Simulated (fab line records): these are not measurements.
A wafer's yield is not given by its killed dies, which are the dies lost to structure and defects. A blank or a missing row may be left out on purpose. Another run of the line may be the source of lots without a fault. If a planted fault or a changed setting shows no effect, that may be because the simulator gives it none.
The tool behind it: which one? + flow n5Finfet + Sampling: 10 lots, 29 wafers, 4 of 1938 route steps

== WHAT THE GAUGES SHOWED, per wafer ==
N5_BEOL_M15_CD_MEAS_28: the cd target is 407.6 nm.
| lot  | measured     | on       | cdNm (nm)         |
|------|--------------|----------|-------------------|
| L168 | day 11 07:33 | cdSem-02 | 408.3 409.1 409.5 |
| L171 | day 12 09:31 | cdSem-01 | 406.0 408.7 407.1 |
| L178 | day 14 10:31 | cdSem-03 | 413.6 411.9 413.7 |
| L181 | day 14 20:21 | cdSem-02 | 413.2 414.3 414.1 |
| L183 | day 15 14:17 | cdSem-01 | 407.8 408.5 408.7 |
| L184 | day 16 01:43 | cdSem-01 | 406.2 407.1 408.8 |
| L187 | day 16 06:23 | cdSem-03 | 408.5 409.3 409.8 |
| L190 | day 17 05:52 | cdSem-02 | 411.1 410.7 409.8 |
| L188 | day 17 17:23 | cdSem-01 | 405.5 407.3 406.0 |
| L189 | day 17 21:04 | cdSem-01 | 406.3 405.8       |

== WHICH TOOL RAN EACH LOT (tool, then ch and the chambers of the sampled wafers, then the start) ==
| lot  | N5_BEOL_M15_ILD_DEP_00          | N5_BEOL_M15_ETCH_57               | N5_BEOL_M15_PEB_26               |
|------|---------------------------------|-----------------------------------|----------------------------------|
| L168 | pecvd-04 ch 0,1,2, day 11 05:26 | rieDiel-06 ch 2,3, day 11 06:46   | lithoTrack-05 ch 0, day 11 07:26 |
| L171 | pecvd-02 ch 0,1,2, day 12 07:21 | rieDiel-06 ch 0,1,2, day 12 08:37 | lithoTrack-01 ch 0, day 12 09:25 |
| L178 | pecvd-04 ch 0,1,2, day 14 08:07 | rieDiel-01 ch 0,3, day 14 09:37   | lithoTrack-01 ch 0, day 14 10:24 |
| L181 | pecvd-02 ch 1,2, day 14 17:56   | rieDiel-06 ch 2,3, day 14 19:13   | lithoTrack-01 ch 0, day 14 20:14 |
| L183 | pecvd-01 ch 1,2, day 15 11:40   | rieDiel-02 ch 1,2, day 15 13:23   | lithoTrack-05 ch 0, day 15 14:10 |
| L184 | pecvd-01 ch 0,1,2, day 15 22:52 | rieDiel-02 ch 0,1,2, day 16 00:49 | lithoTrack-02 ch 0, day 16 01:36 |
| L187 | pecvd-01 ch 1,2, day 16 04:23   | rieDiel-06 ch 0,1, day 16 05:37   | lithoTrack-05 ch 0, day 16 06:17 |
| L190 | pecvd-01 ch 0,2, day 17 03:08   | rieDiel-02 ch 0,1,3, day 17 04:58 | lithoTrack-05 ch 0, day 17 05:45 |
| L188 | pecvd-01 ch 0,2, day 17 15:13   | rieDiel-06 ch 1,2,3, day 17 16:37 | lithoTrack-02 ch 0, day 17 17:16 |
| L189 | pecvd-01 ch 2, day 17 18:33     | rieDiel-01 ch 0,1, day 17 20:10   | lithoTrack-05 ch 0, day 17 20:57 |
- N5_BEOL_M15_ILD_DEP_00: deposits SiO2 from TEOS/O2, target thk 1629.3 nm, time 346.1 s.
- N5_BEOL_M15_ETCH_57: etches SOC in N2/H2, time 750 s.
- N5_BEOL_M15_PEB_26: peb time 90 s.

== WHAT THE TOOLS THEMSELVES READ (means of the sampled wafers that have a number; where no wafer has one, the mark that the record gives instead) ==
N5_BEOL_M15_ILD_DEP_00.
| lot  | tool     | heaterPowerW (W) | showerheadPlenumPTorr (Torr) | susceptorTempC (C) | throttleValvePct (%) |
|------|----------|------------------|------------------------------|--------------------|----------------------|
| L168 | pecvd-04 | 430              | 8.36                         | 399.86             | 18.7                 |
| L171 | pecvd-02 | 562              | 8.32                         | 400.09             | 18.6                 |
| L178 | pecvd-04 | 480              | 8.35                         | 399.90             | 18.6                 |
| L181 | pecvd-02 | 580              | 8.30                         | 400.14             | 18.2                 |
| L183 | pecvd-01 | 630              | 8.37                         | 400.23             | 18.6                 |
| L184 | pecvd-01 | 497              | 8.37                         | 400.12             | 18.2                 |
| L187 | pecvd-01 | 641              | 8.35                         | 400.13             | 18.6                 |
| L190 | pecvd-01 | 594              | 8.38                         | 400.05             | 17.6                 |
| L188 | pecvd-01 | 575              | 8.38                         | 400.13             | 17.4                 |
| L189 | pecvd-01 | 706              | 8.36                         | 400.27             | 18.8                 |

N5_BEOL_M15_ETCH_57.
| lot  | tool       | drypumpMotorCurrentA (A) | oesProductAu (a.u.) | rfVppV (V) | showerheadPlenumPTorr (Torr) | throttleValvePct (%) |
|------|------------|--------------------------|---------------------|------------|------------------------------|----------------------|
| L168 | rieDiel-06 | 5.3                      | 0.75                | 526.1      | 2.61                         | 17.89                |
| L171 | rieDiel-06 | 5.5                      | 0.84                | 524.1      | 2.54                         | 17.73                |
| L178 | rieDiel-01 | 5.7                      | 0.77                | 526.2      | 2.60                         | 17.70                |
| L181 | rieDiel-06 | 5.3                      | 0.72                | 525.4      | 2.60                         | 17.93                |
| L183 | rieDiel-02 | 5.4                      | 0.70                | 522.2      | 2.49                         | 17.81                |
| L184 | rieDiel-02 | 5.7                      | 0.74                | 525.1      | 2.57                         | 17.89                |
| L187 | rieDiel-06 | 5.6                      | 0.87                | 521.7      | 2.49                         | 17.54                |
| L190 | rieDiel-02 | 5.8                      | 0.83                | 524.1      | 2.52                         | 17.68                |
| L188 | rieDiel-06 | 5.4                      | 0.87                | 523.6      | 2.55                         | 17.57                |
| L189 | rieDiel-01 | 6.0                      | 0.78                | 523.0      | 2.50                         | 17.80                |

N5_BEOL_M15_PEB_26.
| lot  | tool          | heaterPowerTotalW (W) | plateTempC (C) |
|------|---------------|-----------------------|----------------|
| L168 | lithoTrack-05 | 172.4                 | 130.03         |
| L171 | lithoTrack-01 | 172.6                 | 129.95         |
| L178 | lithoTrack-01 | 175.2                 | 131.11         |
| L181 | lithoTrack-01 | 175.1                 | 131.15         |
| L183 | lithoTrack-05 | 173.0                 | 130.02         |
| L184 | lithoTrack-02 | 171.7                 | 130.16         |
| L187 | lithoTrack-05 | 172.3                 | 130.04         |
| L190 | lithoTrack-05 | 171.8                 | 130.20         |
| L188 | lithoTrack-02 | 172.8                 | 129.92         |
| L189 | lithoTrack-05 | 172.6                 | 129.99         |

== THE ANSWER, worked out from the rows above alone ==
Rule: usual is defined by the lots themselves. The widest of any qualifying gaps counts: lots, ordered by their means at a reading, are off when they make up no more than a third of the lots, leave a main group of 4 or more, and stand apart from it by 3 or more times the standard deviation of that group's means. Not used: any main group whose means are identical at the precision the tables above print for the reading. A lot without any number at a reading at which 4 lots or more have one is off too. The other lots that the step has rows for count as sound. After the gauges, taken in route order, come the tools' own readings; for these a lot's mean is taken, as printed above. At the first step where some lot is off, the reading lying furthest off is the one used; lots without a number count as furthest.
Off: L178, L181 (N5_BEOL_M15_PEB_26, plateTempC). Mean 130.04 C and standard deviation 0.09 in the main group.
A tool fits if, at that step or a process step before it, it ran every lot that is off, and no sound lot after the first of them. One fits: lithoTrack-01 at N5_BEOL_M15_PEB_26. Its last sound lot is L171 (day 12 09:25), its first lot that is off L178 (day 14 10:24): a fault that began between those two fits.
The tool's own readings at N5_BEOL_M15_PEB_26 bear it out: on the lots that are off they differ by more than 5 times the standard deviation of the sound lots' means. heaterPowerTotalW reads 175.1 W there against 172.4 W on the sound lots; plateTempC reads 131.13 C there against 130.04 C on the sound lots.

== WHAT THE SIMULATOR PUT IN ==
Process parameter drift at N5_BEOL_M15_PEB_26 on lithoTrack-01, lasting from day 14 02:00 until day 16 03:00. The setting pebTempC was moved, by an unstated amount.
Struck lots among those shown: L178, L181. The rule given above showed the same thing.
